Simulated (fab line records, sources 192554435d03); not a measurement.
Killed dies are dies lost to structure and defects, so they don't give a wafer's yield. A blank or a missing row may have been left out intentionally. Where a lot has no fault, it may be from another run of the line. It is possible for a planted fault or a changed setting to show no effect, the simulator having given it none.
fab line records || flow n5-finfet || part 2 of 2: steps 23 to 28 of 28
record {"lots": 5, "wafers": 15, "last-day": 18}
route steps=1938 shown BEOL_M10@1483
lots that met no fault: taken from a fault-free run of the same line
start-h: hours from the record's first day to the start of the lot's first wafer shown || wait-h: hours since the lot's step before || " unchanged from the row above || L1.1+2: a single row standing in for several wafers || - value missing, or start not given || * or withheld: withheld || < > ~ a bound
route shown NAME@n: names a module that has steps shown in the file, with the first one's number in the route || usual: mean and standard deviation over wafers with no fault || same: alike in all rows || chamber/n: place in a boat || sites: the reading at each site || _std_site: standard deviation of those values || _edge_site: mean of outer sites minus mean of inner sites || radius-mm: how far each site lies from the wafer's centre || mask NAME#n: copy n || behind: tool/chamber where the wafer was last shaped || hold: the reason the lot was held/the length of the hold in hours/how it ended || device: which transistor (n, p or np) failed to switch || end of line: the same wafers' tests at the end of the route || a step with no rows: only its recipe || killed: dies that structure and defects cost at the first sort, which is not the same as the wafer's yield || map: dies across one wafer; x = killed, . = not, _ = none there
set.NAME: the run value of the setting; set.NAME@STEP: its run value at that earlier step || model.NAME: the simulator's own value behind a step, which no gauge read
lots at selected steps of the route; one table per step, one row per wafer
services: from which hour (start-h, from the record's first day; less than 0 if before it) a tool's chamber was out of use, for how many hours, and why
## steps
# step N5_BEOL_M10_DESCUM_33
# recipe {"chemistry": "O2", "time-s": 7.9, "source-power-w": 50, "bias-power-w": 20, "pressure-mtorr": 20, "rf-frequency-hz": 2.712e+07, "temp-c": 40, "resist": "CAR-ArF", "o2-flow-sccm": 225}
# usual {"bias-power-w": "20.00/0.056", "drypump-motor-current-A": "5.9/0.58", "oes-product-au": "0.79/0.097", "rf-vpp-V": "243.6/1.5", "showerhead-plenum-p-Torr": "2.12/0.084", "throttle-valve-pct": "20.38/0.27"}
{"lot.wafer": "L081.1", "tool": "rie-diel-02", "chamber": 1, "start-h": 268.03, "wait-h": 0.1, "bias-power-w": 19.93, "drypump-motor-current-A": 6.5, "oes-product-au": 0.88, "rf-hours-counter-h": 50, "rf-vpp-V": 246.9, "showerhead-plenum-p-Torr": 2.20, "throttle-valve-pct": 20.00}
{"lot.wafer": "L081.3", "tool": "rie-diel-02", "chamber": 0, "start-h": 268.03, "wait-h": 0.1, "bias-power-w": 19.99, "drypump-motor-current-A": 6.2, "oes-product-au": 0.68, "rf-hours-counter-h": 234, "rf-vpp-V": 243.8, "showerhead-plenum-p-Torr": 2.14, "throttle-valve-pct": 20.13}
{"lot.wafer": "L081.4", "tool": "rie-diel-02", "chamber": 2, "start-h": 268.03, "wait-h": 0.1, "bias-power-w": 20.04, "drypump-motor-current-A": 5.6, "oes-product-au": 0.78, "rf-hours-counter-h": 116, "rf-vpp-V": 244.0, "showerhead-plenum-p-Torr": 2.09, "throttle-valve-pct": 20.37}
{"lot.wafer": "L086.1", "tool": "rie-diel-01", "chamber": 0, "start-h": 300.17, "wait-h": 0.4, "bias-power-w": 20.00, "drypump-motor-current-A": 6.8, "oes-product-au": 0.70, "rf-hours-counter-h": 210, "rf-vpp-V": 243.4, "showerhead-plenum-p-Torr": 2.07, "throttle-valve-pct": 20.59}
{"lot.wafer": "L086.2", "tool": "rie-diel-01", "chamber": 1, "start-h": 300.17, "wait-h": 0.4, "bias-power-w": 20.06, "drypump-motor-current-A": 6.1, "oes-product-au": 0.78, "rf-hours-counter-h": 136, "rf-vpp-V": 245.2, "showerhead-plenum-p-Torr": 2.20, "throttle-valve-pct": 20.55}
{"lot.wafer": "L086.6", "tool": "rie-diel-01", "chamber": 0, "start-h": 300.17, "wait-h": 0.4, "bias-power-w": 19.97, "drypump-motor-current-A": 6.8, "oes-product-au": 0.70, "rf-hours-counter-h": "-", "rf-vpp-V": 242.4, "showerhead-plenum-p-Torr": 2.07, "throttle-valve-pct": 20.58}
{"lot.wafer": "L090.1", "tool": "rie-diel-05", "chamber": 0, "start-h": 311.18, "wait-h": 0.0, "bias-power-w": 19.85, "drypump-motor-current-A": 5.6, "oes-product-au": 0.91, "rf-hours-counter-h": 36, "rf-vpp-V": 244.6, "showerhead-plenum-p-Torr": 2.14, "throttle-valve-pct": 20.55}
{"lot.wafer": "L090.3", "tool": "rie-diel-05", "chamber": 3, "start-h": 311.18, "wait-h": 0.0, "bias-power-w": 20.07, "drypump-motor-current-A": 6.2, "oes-product-au": 0.90, "rf-hours-counter-h": 24, "rf-vpp-V": 246.0, "showerhead-plenum-p-Torr": 2.25, "throttle-valve-pct": 20.26}
{"lot.wafer": "L090.5", "tool": "rie-diel-05", "chamber": 2, "start-h": 311.18, "wait-h": 0.0, "bias-power-w": 19.99, "drypump-motor-current-A": 5.6, "oes-product-au": 0.69, "rf-hours-counter-h": "-", "rf-vpp-V": 243.8, "showerhead-plenum-p-Torr": 2.15, "throttle-valve-pct": 20.72}
{"lot.wafer": "L094.1", "tool": "rie-diel-01", "chamber": 1, "start-h": 355.43, "wait-h": 0.5, "bias-power-w": 20.07, "drypump-motor-current-A": 6.1, "oes-product-au": 0.76, "rf-hours-counter-h": 161, "rf-vpp-V": 244.0, "showerhead-plenum-p-Torr": 2.19, "throttle-valve-pct": 20.58}
{"lot.wafer": "L094.3", "tool": "rie-diel-01", "chamber": 0, "start-h": 355.43, "wait-h": 0.5, "bias-power-w": 19.98, "drypump-motor-current-A": 6.8, "oes-product-au": 0.67, "rf-hours-counter-h": 234, "rf-vpp-V": 244.0, "showerhead-plenum-p-Torr": 2.06, "throttle-valve-pct": 20.62}
{"lot.wafer": "L094.5", "tool": "rie-diel-01", "chamber": 1, "start-h": 355.43, "wait-h": 0.5, "bias-power-w": 20.07, "drypump-motor-current-A": 6.1, "oes-product-au": 0.75, "rf-hours-counter-h": "-", "rf-vpp-V": 245.1, "showerhead-plenum-p-Torr": 2.19, "throttle-valve-pct": 20.58}
{"lot.wafer": "L097.1", "tool": "rie-diel-05", "chamber": 2, "start-h": 370.87, "wait-h": 0.9, "bias-power-w": 19.99, "drypump-motor-current-A": 5.6, "oes-product-au": 0.97, "rf-hours-counter-h": 2, "rf-vpp-V": 243.6, "showerhead-plenum-p-Torr": 2.14, "throttle-valve-pct": 20.34}
{"lot.wafer": "L097.2", "tool": "rie-diel-05", "chamber": 0, "start-h": 370.87, "wait-h": 0.9, "bias-power-w": 19.97, "drypump-motor-current-A": 5.6, "oes-product-au": 0.87, "rf-hours-counter-h": 58, "rf-vpp-V": 242.8, "showerhead-plenum-p-Torr": 2.14, "throttle-valve-pct": 20.57}
{"lot.wafer": "L097.3", "tool": "rie-diel-05", "chamber": 1, "start-h": 370.87, "wait-h": 0.9, "bias-power-w": 20.11, "drypump-motor-current-A": 6.5, "oes-product-au": 0.90, "rf-hours-counter-h": 18, "rf-vpp-V": 243.1, "showerhead-plenum-p-Torr": 2.04, "throttle-valve-pct": 19.64}
# step N5_BEOL_M10_ETCH_65
# recipe {"chemistry": "CF4", "target": "SiARC", "target-depth-a": 390, "mask-material": "CAR-ArF", "time-s": 65, "ion-energy-ev": 80, "pressure-mtorr": 40, "source-w": 545, "bias-w": 36, "Ar_flow_sccm": 100, "cf4-flow-sccm": 100, "ends": "cleared"}
# usual {"drypump-motor-current-A": "5.9/0.57", "etch-rf-on-time-s": "65.0/1.6", "oes-product-au": "0.68/0.086", "rf-vpp-V": "184.4/1.2", "showerhead-plenum-p-Torr": "2.17/0.074", "throttle-valve-pct": "15.56/0.23"}
{"lot.wafer": "L081.1", "tool": "rie-diel-02", "chamber": 1, "start-h": 268.06, "wait-h": 0.0, "drypump-motor-current-A": 6.5, "etch-rf-on-time-s": 64.0, "oes-product-au": 0.75, "rf-hours-counter-h": 50, "rf-vpp-V": 184.7, "showerhead-plenum-p-Torr": 2.27, "throttle-valve-pct": 15.30}
{"lot.wafer": "L081.3", "tool": "rie-diel-02", "chamber": 0, "start-h": 268.06, "wait-h": 0.0, "drypump-motor-current-A": 6.3, "etch-rf-on-time-s": 63.9, "oes-product-au": 0.60, "rf-hours-counter-h": 234, "rf-vpp-V": 184.6, "showerhead-plenum-p-Torr": 2.20, "throttle-valve-pct": 15.49}
{"lot.wafer": "L081.4", "tool": "rie-diel-02", "chamber": 2, "start-h": 268.06, "wait-h": 0.0, "drypump-motor-current-A": 5.7, "etch-rf-on-time-s": 63.5, "oes-product-au": 0.67, "rf-hours-counter-h": 116, "rf-vpp-V": 185.5, "showerhead-plenum-p-Torr": 2.14, "throttle-valve-pct": 15.56}
{"lot.wafer": "L086.1", "tool": "rie-diel-01", "chamber": 0, "start-h": 300.21, "wait-h": 0.0, "drypump-motor-current-A": 6.8, "etch-rf-on-time-s": 67.8, "oes-product-au": 0.59, "rf-hours-counter-h": 210, "rf-vpp-V": 181.5, "showerhead-plenum-p-Torr": 2.13, "throttle-valve-pct": 15.84}
{"lot.wafer": "L086.2", "tool": "rie-diel-01", "chamber": 1, "start-h": 300.21, "wait-h": 0.0, "drypump-motor-current-A": 6.2, "etch-rf-on-time-s": 63.0, "oes-product-au": 0.67, "rf-hours-counter-h": 136, "rf-vpp-V": 184.3, "showerhead-plenum-p-Torr": 2.23, "throttle-valve-pct": 15.64}
{"lot.wafer": "L086.6", "tool": "rie-diel-01", "chamber": 0, "start-h": 300.21, "wait-h": 0.0, "drypump-motor-current-A": 6.8, "etch-rf-on-time-s": 67.9, "oes-product-au": 0.59, "rf-hours-counter-h": "-", "rf-vpp-V": 184.9, "showerhead-plenum-p-Torr": 2.13, "throttle-valve-pct": 15.83}
{"lot.wafer": "L090.1", "tool": "rie-diel-05", "chamber": 0, "start-h": 311.22, "wait-h": 0.0, "drypump-motor-current-A": 5.6, "etch-rf-on-time-s": 64.5, "oes-product-au": 0.78, "rf-hours-counter-h": 36, "rf-vpp-V": 184.7, "showerhead-plenum-p-Torr": 2.19, "throttle-valve-pct": 15.59}
{"lot.wafer": "L090.3", "tool": "rie-diel-05", "chamber": 3, "start-h": 311.22, "wait-h": 0.0, "drypump-motor-current-A": 6.3, "etch-rf-on-time-s": 63.4, "oes-product-au": 0.79, "rf-hours-counter-h": 24, "rf-vpp-V": 185.1, "showerhead-plenum-p-Torr": 2.27, "throttle-valve-pct": 15.26}
{"lot.wafer": "L090.5", "tool": "rie-diel-05", "chamber": 2, "start-h": 311.22, "wait-h": 0.0, "drypump-motor-current-A": 5.6, "etch-rf-on-time-s": 67.1, "oes-product-au": 0.58, "rf-hours-counter-h": "-", "rf-vpp-V": 185.3, "showerhead-plenum-p-Torr": 2.20, "throttle-valve-pct": 15.90}
{"lot.wafer": "L094.1", "tool": "rie-diel-01", "chamber": 1, "start-h": 355.46, "wait-h": 0.0, "drypump-motor-current-A": 6.1, "etch-rf-on-time-s": 63.2, "oes-product-au": 0.65, "rf-hours-counter-h": 161, "rf-vpp-V": 185.4, "showerhead-plenum-p-Torr": 2.22, "throttle-valve-pct": 15.67}
{"lot.wafer": "L094.3", "tool": "rie-diel-01", "chamber": 0, "start-h": 355.46, "wait-h": 0.0, "drypump-motor-current-A": 6.8, "etch-rf-on-time-s": 67.5, "oes-product-au": 0.58, "rf-hours-counter-h": 234, "rf-vpp-V": 184.3, "showerhead-plenum-p-Torr": 2.12, "throttle-valve-pct": 15.89}
{"lot.wafer": "L094.5", "tool": "rie-diel-01", "chamber": 1, "start-h": 355.46, "wait-h": 0.0, "drypump-motor-current-A": 6.1, "etch-rf-on-time-s": 63.7, "oes-product-au": 0.65, "rf-hours-counter-h": "-", "rf-vpp-V": 184.0, "showerhead-plenum-p-Torr": 2.22, "throttle-valve-pct": 15.69}
{"lot.wafer": "L097.1", "tool": "rie-diel-05", "chamber": 2, "start-h": 370.90, "wait-h": 0.0, "drypump-motor-current-A": 5.5, "etch-rf-on-time-s": 65.7, "oes-product-au": 0.82, "rf-hours-counter-h": 2, "rf-vpp-V": 184.9, "showerhead-plenum-p-Torr": 2.19, "throttle-valve-pct": 15.44}
{"lot.wafer": "L097.2", "tool": "rie-diel-05", "chamber": 0, "start-h": 370.90, "wait-h": 0.0, "drypump-motor-current-A": 5.6, "etch-rf-on-time-s": 64.9, "oes-product-au": 0.74, "rf-hours-counter-h": 58, "rf-vpp-V": 185.0, "showerhead-plenum-p-Torr": 2.18, "throttle-valve-pct": 15.63}
{"lot.wafer": "L097.3", "tool": "rie-diel-05", "chamber": 1, "start-h": 370.90, "wait-h": 0.0, "drypump-motor-current-A": 6.5, "etch-rf-on-time-s": 64.4, "oes-product-au": 0.78, "rf-hours-counter-h": 18, "rf-vpp-V": 183.8, "showerhead-plenum-p-Torr": 2.09, "throttle-valve-pct": 14.93}
# step N5_BEOL_M10_ETCH_66
# recipe {"chemistry": "N2/H2", "target": "SOC", "target-depth-a": 1200, "overetch-a": 240, "mask-material": "SiARC", "temp-c": 40, "time-s": 180, "ion-energy-ev": 200, "pressure-mtorr": 30, "source-w": 840, "bias-w": 150, "n2-flow-sccm": 200, "h2-flow-sccm": 200}
# usual {"drypump-motor-current-A": "5.9/0.57", "oes-product-au": "0.64/0.075", "rf-vpp-V": "524.9/2.5", "showerhead-plenum-p-Torr": "2.58/0.089", "throttle-valve-pct": "17.76/0.24"}
{"lot.wafer": "L081.1", "tool": "rie-diel-02", "chamber": 1, "start-h": 268.11, "wait-h": 0.0, "drypump-motor-current-A": 6.5, "oes-product-au": 0.69, "rf-hours-counter-h": 50, "rf-vpp-V": 527.5, "showerhead-plenum-p-Torr": 2.70, "throttle-valve-pct": 17.50}
{"lot.wafer": "L081.3", "tool": "rie-diel-02", "chamber": 0, "start-h": 268.11, "wait-h": 0.0, "drypump-motor-current-A": 6.2, "oes-product-au": 0.55, "rf-hours-counter-h": 234, "rf-vpp-V": 525.1, "showerhead-plenum-p-Torr": 2.61, "throttle-valve-pct": 17.57}
{"lot.wafer": "L081.4", "tool": "rie-diel-02", "chamber": 2, "start-h": 268.11, "wait-h": 0.0, "drypump-motor-current-A": 5.7, "oes-product-au": 0.63, "rf-hours-counter-h": 116, "rf-vpp-V": 523.6, "showerhead-plenum-p-Torr": 2.57, "throttle-valve-pct": 18.04}
{"lot.wafer": "L086.1", "tool": "rie-diel-01", "chamber": 0, "start-h": 300.26, "wait-h": 0.0, "drypump-motor-current-A": 6.8, "oes-product-au": 0.57, "rf-hours-counter-h": 210, "rf-vpp-V": 522.5, "showerhead-plenum-p-Torr": 2.51, "throttle-valve-pct": 17.85}
{"lot.wafer": "L086.2", "tool": "rie-diel-01", "chamber": 1, "start-h": 300.26, "wait-h": 0.0, "drypump-motor-current-A": 6.2, "oes-product-au": 0.63, "rf-hours-counter-h": 136, "rf-vpp-V": 527.2, "showerhead-plenum-p-Torr": 2.66, "throttle-valve-pct": 17.97}
{"lot.wafer": "L086.6", "tool": "rie-diel-01", "chamber": 0, "start-h": 300.26, "wait-h": 0.0, "drypump-motor-current-A": 6.8, "oes-product-au": 0.58, "rf-hours-counter-h": "-", "rf-vpp-V": 523.7, "showerhead-plenum-p-Torr": 2.50, "throttle-valve-pct": 17.86}
{"lot.wafer": "L090.1", "tool": "rie-diel-05", "chamber": 0, "start-h": 311.27, "wait-h": 0.0, "drypump-motor-current-A": 5.6, "oes-product-au": 0.73, "rf-hours-counter-h": 36, "rf-vpp-V": 525.7, "showerhead-plenum-p-Torr": 2.57, "throttle-valve-pct": 17.73}
{"lot.wafer": "L090.3", "tool": "rie-diel-05", "chamber": 3, "start-h": 311.27, "wait-h": 0.0, "drypump-motor-current-A": 6.2, "oes-product-au": 0.73, "rf-hours-counter-h": 24, "rf-vpp-V": 529.0, "showerhead-plenum-p-Torr": 2.70, "throttle-valve-pct": 17.52}
{"lot.wafer": "L090.5", "tool": "rie-diel-05", "chamber": 2, "start-h": 311.27, "wait-h": 0.0, "drypump-motor-current-A": 5.5, "oes-product-au": 0.56, "rf-hours-counter-h": "-", "rf-vpp-V": 525.4, "showerhead-plenum-p-Torr": 2.61, "throttle-valve-pct": 18.18}
{"lot.wafer": "L094.1", "tool": "rie-diel-01", "chamber": 1, "start-h": 355.51, "wait-h": 0.0, "drypump-motor-current-A": 6.1, "oes-product-au": 0.60, "rf-hours-counter-h": 161, "rf-vpp-V": 526.0, "showerhead-plenum-p-Torr": 2.65, "throttle-valve-pct": 18.02}
{"lot.wafer": "L094.3", "tool": "rie-diel-01", "chamber": 0, "start-h": 355.51, "wait-h": 0.0, "drypump-motor-current-A": 6.8, "oes-product-au": 0.56, "rf-hours-counter-h": 234, "rf-vpp-V": 524.0, "showerhead-plenum-p-Torr": 2.50, "throttle-valve-pct": 17.90}
{"lot.wafer": "L094.5", "tool": "rie-diel-01", "chamber": 1, "start-h": 355.51, "wait-h": 0.0, "drypump-motor-current-A": 6.1, "oes-product-au": 0.61, "rf-hours-counter-h": "-", "rf-vpp-V": 527.9, "showerhead-plenum-p-Torr": 2.65, "throttle-valve-pct": 18.03}
{"lot.wafer": "L097.1", "tool": "rie-diel-05", "chamber": 2, "start-h": 370.95, "wait-h": 0.0, "drypump-motor-current-A": 5.6, "oes-product-au": 0.78, "rf-hours-counter-h": 2, "rf-vpp-V": 526.1, "showerhead-plenum-p-Torr": 2.60, "throttle-valve-pct": 17.73}
{"lot.wafer": "L097.2", "tool": "rie-diel-05", "chamber": 0, "start-h": 370.95, "wait-h": 0.0, "drypump-motor-current-A": 5.6, "oes-product-au": 0.70, "rf-hours-counter-h": 58, "rf-vpp-V": 524.7, "showerhead-plenum-p-Torr": 2.56, "throttle-valve-pct": 17.76}
{"lot.wafer": "L097.3", "tool": "rie-diel-05", "chamber": 1, "start-h": 370.95, "wait-h": 0.0, "drypump-motor-current-A": 6.5, "oes-product-au": 0.73, "rf-hours-counter-h": 18, "rf-vpp-V": 520.6, "showerhead-plenum-p-Torr": 2.50, "throttle-valve-pct": 17.19}
# step N5_BEOL_M10_STRIP_69
# recipe {"chemistry": "N2/H2", "temp-c": 40, "n2-flow-sccm": 200, "h2-flow-sccm": 200, "rf-frequency-hz": 6e+07}
{"lot.wafer": "L081.1+3+4", "tool": "rie-diel-02", "chamber": "1,0,2", "start-h": 268.22, "wait-h": 0.1}
{"lot.wafer": "L086.1+2+6", "tool": "rie-diel-01", "chamber": "0,1,0", "start-h": 300.37, "wait-h": 0.1}
{"lot.wafer": "L090.1+3+5", "tool": "rie-diel-05", "chamber": "0,3,2", "start-h": 311.38, "wait-h": 0.1}
{"lot.wafer": "L094.1+3+5", "tool": "rie-diel-01", "chamber": "1,0,1", "start-h": 355.63, "wait-h": 0.1}
{"lot.wafer": "L097.1+2+3", "tool": "rie-diel-05", "chamber": "2,0,1", "start-h": 371.07, "wait-h": 0.1}
# step N5_BEOL_M10_VIA_ETCH_34
# recipe {"chemistry": "C4F6/O2", "target": "SiCOH_lowk", "target-depth-a": 1845, "mask-material": "SOC", "taper-deg": 4, "time-s": 69.2, "ion-energy-ev": 250, "pressure-mtorr": 30, "source-w": 345, "bias-w": 185, "Ar_flow_sccm": 300, "C4F6_flow_sccm": 10, "O2_flow_sccm": 10}
# usual {"drypump-motor-current-A": "5.9/0.58", "oes_f_703_au": "0.79/0.1", "oes-product-au": "0.79/0.099", "rf-vpp-V": "668/11", "showerhead-plenum-p-Torr": "2.89/0.098", "throttle-valve-pct": "20.88/0.27"}
{"lot.wafer": "L081.1", "tool": "rie-diel-02", "chamber": 1, "start-h": 268.23, "wait-h": 0.0, "drypump-motor-current-A": 6.5, "oes_f_703_au": 0.86, "oes-product-au": 0.88, "rf-hours-counter-h": 50, "rf-vpp-V": 676, "showerhead-plenum-p-Torr": 3.00, "throttle-valve-pct": 20.53}
{"lot.wafer": "L081.3", "tool": "rie-diel-02", "chamber": 0, "start-h": 268.23, "wait-h": 0.0, "drypump-motor-current-A": 6.2, "oes_f_703_au": 0.68, "oes-product-au": 0.69, "rf-hours-counter-h": 234, "rf-vpp-V": 679, "showerhead-plenum-p-Torr": 2.92, "throttle-valve-pct": 20.60}
{"lot.wafer": "L081.4", "tool": "rie-diel-02", "chamber": 2, "start-h": 268.23, "wait-h": 0.0, "drypump-motor-current-A": 5.7, "oes_f_703_au": 0.79, "oes-product-au": 0.77, "rf-hours-counter-h": 116, "rf-vpp-V": 673, "showerhead-plenum-p-Torr": 2.84, "throttle-valve-pct": 20.82}
{"lot.wafer": "L086.1", "tool": "rie-diel-01", "chamber": 0, "start-h": 300.38, "wait-h": 0.0, "drypump-motor-current-A": 6.8, "oes_f_703_au": 0.68, "oes-product-au": 0.70, "rf-hours-counter-h": 211, "rf-vpp-V": 678, "showerhead-plenum-p-Torr": 2.84, "throttle-valve-pct": 21.19}
{"lot.wafer": "L086.2", "tool": "rie-diel-01", "chamber": 1, "start-h": 300.38, "wait-h": 0.0, "drypump-motor-current-A": 6.1, "oes_f_703_au": 0.79, "oes-product-au": 0.79, "rf-hours-counter-h": 136, "rf-vpp-V": 678, "showerhead-plenum-p-Torr": 2.97, "throttle-valve-pct": 20.98}
{"lot.wafer": "L086.6", "tool": "rie-diel-01", "chamber": 0, "start-h": 300.38, "wait-h": 0.0, "drypump-motor-current-A": 6.8, "oes_f_703_au": 0.68, "oes-product-au": 0.70, "rf-hours-counter-h": "-", "rf-vpp-V": 680, "showerhead-plenum-p-Torr": 2.84, "throttle-valve-pct": 21.18}
{"lot.wafer": "L090.1", "tool": "rie-diel-05", "chamber": 0, "start-h": 311.39, "wait-h": 0.0, "drypump-motor-current-A": 5.6, "oes_f_703_au": 0.89, "oes-product-au": 0.90, "rf-hours-counter-h": 36, "rf-vpp-V": 684, "showerhead-plenum-p-Torr": 2.91, "throttle-valve-pct": 21.00}
{"lot.wafer": "L090.3", "tool": "rie-diel-05", "chamber": 3, "start-h": 311.39, "wait-h": 0.0, "drypump-motor-current-A": 6.2, "oes_f_703_au": 0.95, "oes-product-au": 0.90, "rf-hours-counter-h": 24, "rf-vpp-V": 654, "showerhead-plenum-p-Torr": 3.02, "throttle-valve-pct": 20.58}
{"lot.wafer": "L090.5", "tool": "rie-diel-05", "chamber": 2, "start-h": 311.39, "wait-h": 0.0, "drypump-motor-current-A": 5.6, "oes_f_703_au": 0.67, "oes-product-au": 0.67, "rf-hours-counter-h": "-", "rf-vpp-V": 659, "showerhead-plenum-p-Torr": 2.94, "throttle-valve-pct": 21.26}
{"lot.wafer": "L094.1", "tool": "rie-diel-01", "chamber": 1, "start-h": 355.64, "wait-h": 0.0, "drypump-motor-current-A": 6.2, "oes_f_703_au": 0.76, "oes-product-au": 0.77, "rf-hours-counter-h": 161, "rf-vpp-V": 675, "showerhead-plenum-p-Torr": 2.96, "throttle-valve-pct": 21.02}
{"lot.wafer": "L094.3", "tool": "rie-diel-01", "chamber": 0, "start-h": 355.64, "wait-h": 0.0, "drypump-motor-current-A": 6.8, "oes_f_703_au": 0.67, "oes-product-au": 0.68, "rf-hours-counter-h": 235, "rf-vpp-V": 678, "showerhead-plenum-p-Torr": 2.83, "throttle-valve-pct": 21.22}
{"lot.wafer": "L094.5", "tool": "rie-diel-01", "chamber": 1, "start-h": 355.64, "wait-h": 0.0, "drypump-motor-current-A": 6.1, "oes_f_703_au": 0.76, "oes-product-au": 0.76, "rf-hours-counter-h": "-", "rf-vpp-V": 677, "showerhead-plenum-p-Torr": 2.96, "throttle-valve-pct": 21.02}
{"lot.wafer": "L097.1", "tool": "rie-diel-05", "chamber": 2, "start-h": 371.08, "wait-h": 0.0, "drypump-motor-current-A": 5.6, "oes_f_703_au": 0.95, "oes-product-au": 0.96, "rf-hours-counter-h": 2, "rf-vpp-V": 658, "showerhead-plenum-p-Torr": 2.93, "throttle-valve-pct": 20.89}
{"lot.wafer": "L097.2", "tool": "rie-diel-05", "chamber": 0, "start-h": 371.08, "wait-h": 0.0, "drypump-motor-current-A": 5.5, "oes_f_703_au": 0.85, "oes-product-au": 0.88, "rf-hours-counter-h": 58, "rf-vpp-V": 681, "showerhead-plenum-p-Torr": 2.90, "throttle-valve-pct": 21.04}
{"lot.wafer": "L097.3", "tool": "rie-diel-05", "chamber": 1, "start-h": 371.08, "wait-h": 0.0, "drypump-motor-current-A": 6.5, "oes_f_703_au": 0.88, "oes-product-au": 0.90, "rf-hours-counter-h": 18, "rf-vpp-V": 675, "showerhead-plenum-p-Torr": 2.78, "throttle-valve-pct": 20.17}
# step N5_BEOL_M10_STRIP_73
# recipe {"chemistry": "C4F6/O2", "resist": "SiARC", "rf-frequency-hz": 6e+07}
{"lot.wafer": "L081.1+3+4", "tool": "rie-diel-02", "chamber": "1,0,2", "start-h": 268.29, "wait-h": 0.0}
{"lot.wafer": "L086.1+2+6", "tool": "rie-diel-01", "chamber": "0,1,0", "start-h": 300.43, "wait-h": 0.0}
{"lot.wafer": "L090.1+3+5", "tool": "rie-diel-05", "chamber": "0,3,2", "start-h": 311.44, "wait-h": 0.0}
{"lot.wafer": "L094.1+3+5", "tool": "rie-diel-01", "chamber": "1,0,1", "start-h": 355.69, "wait-h": 0.0}
{"lot.wafer": "L097.1+2+3", "tool": "rie-diel-05", "chamber": "2,0,1", "start-h": 371.13, "wait-h": 0.0}
## services
{"tool": "arfi-scanner-01", "chamber": "-", "start-h": 244.87, "hours": 1.0, "kind": "pm"}
{"tool": "rie-diel-05", "chamber": 2, "start-h": 248.35, "hours": 14.3, "kind": "repair"}
{"tool": "rie-diel-01", "chamber": 2, "start-h": 252.54, "hours": 8.2, "kind": "repair"}
{"tool": "arfi-scanner-02", "chamber": "-", "start-h": 278.57, "hours": 0.8, "kind": "pm"}
{"tool": "arfi-scanner-03", "chamber": "-", "start-h": 279.04, "hours": 1.3, "kind": "pm"}
{"tool": "arfi-scanner-01", "chamber": "-", "start-h": 282.86, "hours": 0.5, "kind": "repair"}
{"tool": "arfi-scanner-02", "chamber": "-", "start-h": 286.83, "hours": 1.1, "kind": "repair"}
{"tool": "arfi-scanner-01", "chamber": "-", "start-h": 298.81, "hours": 0.8, "kind": "pm"}
{"tool": "arfi-scanner-03", "chamber": "-", "start-h": 302.11, "hours": 0.8, "kind": "pm"}
{"tool": "rie-diel-02", "chamber": 2, "start-h": 306.72, "hours": 4.8, "kind": "repair"}
{"tool": "rie-diel-02", "chamber": 3, "start-h": 317.48, "hours": 4.5, "kind": "repair"}
{"tool": "rie-diel-02", "chamber": 3, "start-h": 329.20, "hours": 11.3, "kind": "repair"}
{"tool": "rie-diel-02", "chamber": 2, "start-h": 332.84, "hours": 7.0, "kind": "repair"}
{"tool": "arfi-scanner-02", "chamber": "-", "start-h": 337.76, "hours": 4.9, "kind": "pm"}
{"tool": "rie-metal-03", "chamber": 0, "start-h": 338.21, "hours": 3.2, "kind": "repair"}
{"tool": "rie-diel-01", "chamber": 3, "start-h": 344.13, "hours": 12.7, "kind": "repair"}
{"tool": "arfi-scanner-01", "chamber": "-", "start-h": 352.24, "hours": 1.3, "kind": "pm"}
{"tool": "rie-diel-01", "chamber": 2, "start-h": 357.00, "hours": "-", "kind": "clean"}
{"tool": "rie-diel-01", "chamber": 2, "start-h": 357.00, "hours": "-", "kind": "consumable-replace:focus-ring"}
{"tool": "rie-diel-01", "chamber": 2, "start-h": 357.00, "hours": "-", "kind": "consumable-replace:showerhead"}
{"tool": "rie-diel-01", "chamber": 2, "start-h": 357.00, "hours": 21.3, "kind": "scheduled-down"}
{"tool": "rie-diel-01", "chamber": 2, "start-h": 357.00, "hours": 21.3, "kind": "vent-cycle"}
{"tool": "arfi-scanner-02", "chamber": "-", "start-h": 358.95, "hours": 1.3, "kind": "pm"}
{"tool": "arfi-scanner-02", "chamber": "-", "start-h": 366.22, "hours": 1.0, "kind": "pm"}
